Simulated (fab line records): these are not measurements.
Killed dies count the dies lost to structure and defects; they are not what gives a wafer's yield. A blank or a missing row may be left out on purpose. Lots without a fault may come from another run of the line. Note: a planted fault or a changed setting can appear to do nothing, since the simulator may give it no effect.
Lot-split experiment || flow n5-finfet || 7 lots, 21 wafers read, on a route of 1938 steps

== SPLIT DETAILS ==
At N5_BEOL_M7_VIA_ETCH_34 (etches SiCOH lowk in C4F6/O2, target depth 125.5 nm, time 50.5 s), the setting source-w was moved away from the recipe's 345 W on 7 of the 21 wafers read, by -13.8% to +17.7%. For the rest of the wafers, this setting stayed at what the recipe calls for.

The reading is taken at the split's own step.

== THE READING ==
rf-vpp-V, in V, at N5_BEOL_M7_VIA_ETCH_34 (etches SiCOH lowk in C4F6/O2, target depth 125.5 nm, time 50.5 s). On this fab line, fault-free wafers typically give 661 V with a standard deviation of 6.6 V.

{"wafer": "L074.1", "tool, chamber at the split": "rie-diel-05, 3", "source-w as run, W": 319.4, "against the recipe": "-7.4%", "rf-vpp-V, V": 687, "against lot-mates on the recipe": "+17"}
{"wafer": "L074.2", "tool, chamber at the split": "rie-diel-05, 2", "source-w as run, W": 345, "against the recipe": "recipe", "rf-vpp-V, V": 670, "against lot-mates on the recipe": "-"}
{"wafer": "L074.4", "tool, chamber at the split": "rie-diel-05, 1", "source-w as run, W": 319.4, "against the recipe": "-7.4%", "rf-vpp-V, V": 689, "against lot-mates on the recipe": "+19"}
{"wafer": "L076.4", "tool, chamber at the split": "rie-diel-04, 2", "source-w as run, W": 345, "against the recipe": "recipe", "rf-vpp-V, V": 661, "against lot-mates on the recipe": "-"}
{"wafer": "L076.5", "tool, chamber at the split": "rie-diel-04, 1", "source-w as run, W": 345, "against the recipe": "recipe", "rf-vpp-V, V": 649, "against lot-mates on the recipe": "-"}
{"wafer": "L076.6", "tool, chamber at the split": "rie-diel-04, 0", "source-w as run, W": 345, "against the recipe": "recipe", "rf-vpp-V, V": 662, "against lot-mates on the recipe": "-"}
{"wafer": "L078.2", "tool, chamber at the split": "rie-diel-05, 3", "source-w as run, W": 345, "against the recipe": "recipe", "rf-vpp-V, V": 659, "against lot-mates on the recipe": "-"}
{"wafer": "L078.4", "tool, chamber at the split": "rie-diel-05, 0", "source-w as run, W": 345, "against the recipe": "recipe", "rf-vpp-V, V": 665, "against lot-mates on the recipe": "-"}
{"wafer": "L078.6", "tool, chamber at the split": "rie-diel-05, 0", "source-w as run, W": 297.3, "against the recipe": "-13.8%", "rf-vpp-V, V": 719, "against lot-mates on the recipe": "+57"}
{"wafer": "L084.2", "tool, chamber at the split": "rie-diel-04, 2", "source-w as run, W": 345, "against the recipe": "recipe", "rf-vpp-V, V": 663, "against lot-mates on the recipe": "-"}
{"wafer": "L084.5", "tool, chamber at the split": "rie-diel-04, 0", "source-w as run, W": 345, "against the recipe": "recipe", "rf-vpp-V, V": 662, "against lot-mates on the recipe": "-"}
{"wafer": "L084.6", "tool, chamber at the split": "rie-diel-04, 3", "source-w as run, W": 345, "against the recipe": "recipe", "rf-vpp-V, V": 651, "against lot-mates on the recipe": "-"}
{"wafer": "L087.1", "tool, chamber at the split": "rie-diel-03, 1", "source-w as run, W": 345, "against the recipe": "recipe", "rf-vpp-V, V": 650, "against lot-mates on the recipe": "-"}
{"wafer": "L087.5", "tool, chamber at the split": "rie-diel-03, 3", "source-w as run, W": 317.3, "against the recipe": "-8.0%", "rf-vpp-V, V": 691, "against lot-mates on the recipe": "+41"}
{"wafer": "L087.6", "tool, chamber at the split": "rie-diel-03, 2", "source-w as run, W": 317.3, "against the recipe": "-8.0%", "rf-vpp-V, V": 695, "against lot-mates on the recipe": "+45"}
{"wafer": "L090.1", "tool, chamber at the split": "rie-diel-05, 1", "source-w as run, W": 345, "against the recipe": "recipe", "rf-vpp-V, V": 662, "against lot-mates on the recipe": "-"}
{"wafer": "L090.3", "tool, chamber at the split": "rie-diel-05, 0", "source-w as run, W": 406.1, "against the recipe": "+17.7%", "rf-vpp-V, V": 614, "against lot-mates on the recipe": -50}
{"wafer": "L090.6", "tool, chamber at the split": "rie-diel-05, 0", "source-w as run, W": 345, "against the recipe": "recipe", "rf-vpp-V, V": 665, "against lot-mates on the recipe": "-"}
{"wafer": "L095.2", "tool, chamber at the split": "rie-diel-03, 0", "source-w as run, W": 345, "against the recipe": "recipe", "rf-vpp-V, V": 668, "against lot-mates on the recipe": "-"}
{"wafer": "L095.4", "tool, chamber at the split": "rie-diel-03, 0", "source-w as run, W": 387, "against the recipe": "+12.2%", "rf-vpp-V, V": 630, "against lot-mates on the recipe": -29}
{"wafer": "L095.6", "tool, chamber at the split": "rie-diel-03, 1", "source-w as run, W": 345, "against the recipe": "recipe", "rf-vpp-V, V": 650, "against lot-mates on the recipe": "-"}

THE FIT
A straight line over all 21 wafers: rf-vpp-V changes by -3.25 V for each +1% of source-w; r = -0.95; the points scatter about the line by 7.5 V.
The same after taking each lot's own level away (the mean of its wafers on the recipe; 21 wafers): -3.29 V for each +1%; r = -0.94; scatter 8 V.
According to that fit, moving source-w by its largest amount changes the reading by 58 V.
Across the lots, their own levels run from 650.0 to 670.0 V, a range of 3.0 times the standard deviation given above.
Hence the lot-to-lot level has little effect on the slope; both slopes agree.
Check: -60.8 V against its lot-mates is what the line predicts for one of the wafers moved furthest among these (+17.7%) when that wafer is left out of the fit. It came out at -49.5 V against them.
Tool readings at the split's step, against how far the setting was moved: rf-vpp-V r = -0.95.

== THE OTHER SPLITS THESE WAFERS WENT THROUGH ==
Before the reading, these wafers also passed through other splits. Each is held against what the fit with the lots' levels taken away leaves over:
{"other split on the same wafers": "N5_BEOL_M5_COAT_65 spin-rpm", "wafers away from the commonest value": 7, "r with rf-vpp-V (lot level and that fit taken away)": "+0.46"}
{"other split on the same wafers": "N5_BEOL_M6_COAT_22 spin-rpm", "wafers away from the commonest value": 7, "r with rf-vpp-V (lot level and that fit taken away)": "+0.07"}
{"other split on the same wafers": "N5_BEOL_M6_EXPOSE_25 dose-mj", "wafers away from the commonest value": 9, "r with rf-vpp-V (lot level and that fit taken away)": -0.36}
{"other split on the same wafers": "N5_BEOL_M7_PECVD_70 temp-c", "wafers away from the commonest value": 8, "r with rf-vpp-V (lot level and that fit taken away)": "+0.06"}

== THE WHOLE CHAIN: every reading that the file lists as answering this split, in the file's order ==
{"step": "N5_BEOL_M7_VIA_ETCH_34", "what it does": "etches SiCOH lowk in C4F6/O2, target depth 125.5 nm, time 50.5 s", "reading": "rf-vpp-V", "change (the file's fit)": "-3.24 V for each +1% of the setting", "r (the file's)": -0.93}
{"step": "N5_BEOL_M7_VIA_ETCH_34", "what it does": "etches SiCOH lowk in C4F6/O2, target depth 125.5 nm, time 50.5 s", "reading": "SOC_of_BEOL_M7_COAT_63.thk-nm (the simulator's own value, which no gauge read)", "change (the file's fit)": "-0.0306 nm for each +1% of the setting", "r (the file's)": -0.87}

== FILE'S OWN FIT ==
rf-vpp-V changes by -3.24 V for each +1% of source-w, r = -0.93.
